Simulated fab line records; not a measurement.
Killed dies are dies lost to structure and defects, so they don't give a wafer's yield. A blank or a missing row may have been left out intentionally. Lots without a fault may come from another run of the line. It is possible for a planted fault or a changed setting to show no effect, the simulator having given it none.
Comparing a struck lot with a sound one + flow n5-finfet + 37 out of 1938 route steps
Sound: wafers L556.3, L556.4, L556.6. The struck wafers were L565.3, L565.5, L565.6. The cause is named last.
For every step that has rows: the tool of each side, followed by ch and its chambers, followed by its first start. Under that, the readings that differ: sound wafers + struck wafers + difference of the means + sigmas: that difference in standard deviations of wafers without a fault.
alike: same words and numbers on both sides, and readings whose means sit less than 2 such deviations apart. not compared: any withheld reading, any reading some wafer has no value for, any bound like >300 that may hide the same value, and any number with overlapping values for which the record gives no deviation.
Wherever a step has rows on one side only, a row that says differs or no value, or a row with sigmas, the two part there. When numbers do not overlap yet have no deviation, they are printed without sigmas and do not part them. Lack of a reading on every wafer of one side parts them only where that side has two or more wafers.

first, 9 steps without rows for these wafers: N5_BEOL_M10_ALD_74 (deposits TaN, target thk 2 nm, pulse time 2 s, purge time 3 s); N5_BEOL_M10_SURFACE_TREAT_76; N5_BEOL_M10_CVD_75 (deposits Co from CCTBA/H2, target thk 2 nm, time 138.9 s); N5_BEOL_M10_SPUTTER_48 (material Cu, target thk 12 nm, time 2 s); N5_BEOL_M10_ECD_50 (material Cu, target thk 318 nm); N5_BEOL_M10_ANNEAL_51 (time 90 s); N5_BEOL_M10_CMP_52 (polishes, stops on SiCOH lowk, t overpolish 7 s, target thk 140 nm); N5_BEOL_M10_PRE_CLEAN_55 (time 15 s); N5_BEOL_M10_DEP_56 (deposits SiCN from 3MS/NH3, target thk 15 nm, time 26.5 s).
N5_BEOL_M11_ILD_DEP_00: deposits SiCOH lowk from DEMS/porogen, target thk 308.51 nm, time 58 s.
  sound on pecvd-04 ch 1,2, day 16 00:42; struck on pecvd-04 ch 0,1,2, day 17 07:07
| reading              | sound                | struck               | difference | sigmas |
|----------------------|----------------------|----------------------|------------|--------|
| susceptor-temp-C (C) | 299.98 299.87 300.27 | 293.37 293.58 293.45 | -6.57      | -39    |
  alike: heater-power-w, showerhead-plenum-p-Torr, throttle-valve-pct
  not compared: model.SiCOH_lowk_of_BEOL_M11_ILD_DEP_00.thk-nm
then, 1 step without rows for these wafers: N5_BEOL_M11_CURE_71 (cures SiCOH lowk, time 240 s).
N5_BEOL_M11_THK_MEAS_01:
  sound: film-metro-01 at day 16 01:17; struck: film-metro-01 at day 17 07:43
  alike: M11_ILD_THK
then, 23 steps without rows for these wafers: N5_BEOL_M11_PECVD_70 (deposits SiO2 from TEOS/O2, target thk 20 nm, time 22.7 s); N5_BEOL_M11_HM_DEP_02 (deposits TiN, target thk 20 nm); N5_BEOL_M11_COAT_59 (time 60 s, resist thk 100 nm); N5_BEOL_M11_COAT_60 (time 60 s, resist thk 30 nm); N5_BEOL_M11_COAT_05 (resist thk 90 nm); N5_BEOL_M11_EBR_07; N5_BEOL_M11_SOFTBAKE_06 (time 60 s); N5_BEOL_M11_EXPOSE_08 (exposes mask M11); N5_BEOL_M11_PEB_09 (peb time 60 s); N5_BEOL_M11_DEVELOP_10 (develop time 30 s); N5_BEOL_M11_DESCUM_16 (chemistry O2, time 7.9 s); N5_BEOL_M11_ETCH_61 (etches SiARC in CF4, target depth 39 nm, time 65 s); N5_BEOL_M11_ETCH_62 (etches SOC in N2/H2, target depth 110 nm, overetch 22 nm, time 165 s); N5_BEOL_M11_STRIP_68 (strips in N2/H2); N5_BEOL_M11_STRIP_67 (strips in CF4); N5_BEOL_M11_HM_OPEN_17 (chemistry Cl2/BCl3, target TiN, target depth 20 nm, overetch 6 nm); N5_BEOL_M11_STRIP_19 (strips in O2); N5_BEOL_M11_COAT_63 (time 60 s, resist thk 100 nm); N5_BEOL_M11_COAT_64 (time 60 s, resist thk 30 nm); N5_BEOL_M11_COAT_22 (resist thk 90 nm); N5_BEOL_M11_EBR_24; N5_BEOL_M11_SOFTBAKE_23 (time 60 s); N5_BEOL_M11_EXPOSE_25 (exposes mask V10).
N5_BEOL_M11_CMP_52: polishes, stops on SiCOH lowk, t overpolish 7 s, target thk 140 nm.
  sound on cmp-01 ch 1,2,3, day 16 10:10; struck on cmp-01 ch 0,1, day 17 14:18
  alike: barrier-field-endpoint-s, clearing-platen-rpm, motor-current-A, overpolish-run-s, retaining-ring-pressure-frac, slurry-filter-dp-kPa, time-to-endpoint-s
  not compared: model.SiCOH_lowk_of_BEOL_M11_ILD_DEP_00.thk-nm
-- a jump in the record: the struck wafers' starts before and after are 2 days apart (it breaks off in module BEOL_M11 and resumes in module PASSIVATION, where the first step shown is number 1936 of the route) --
N5_PASSIVATION_PROBE_49:
  sound: prober-02 at day 18 02:12; struck: prober-01 at day 19 22:23
| reading              | sound | struck         | difference | sigmas |
|----------------------|-------|----------------|------------|--------|
| sort_bin_8_speed (%) | 0 0 0 | 0.51 1.36 0.17 | +0.68      | +6     |
  alike: defect-limited-yield, killed_at_M0_to_M3, killed_at_M4_up, killed-at-contacts, killed-at-front-end, killed-at-other, killed-dies, killed-open, killed-short, sort_bin_4_leakage, sort_bin_5_function, sort_bin_6_memory, sort-n-pass, sort-yield-pct

== WHERE THEY PART ==
First at N5_BEOL_M11_ILD_DEP_00; last, within this record, at N5_PASSIVATION_PROBE_49.

WHY: the cause the simulator had injected
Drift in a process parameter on pecvd-04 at N5_BEOL_M11_ILD_DEP_00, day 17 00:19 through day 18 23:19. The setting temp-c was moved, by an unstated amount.
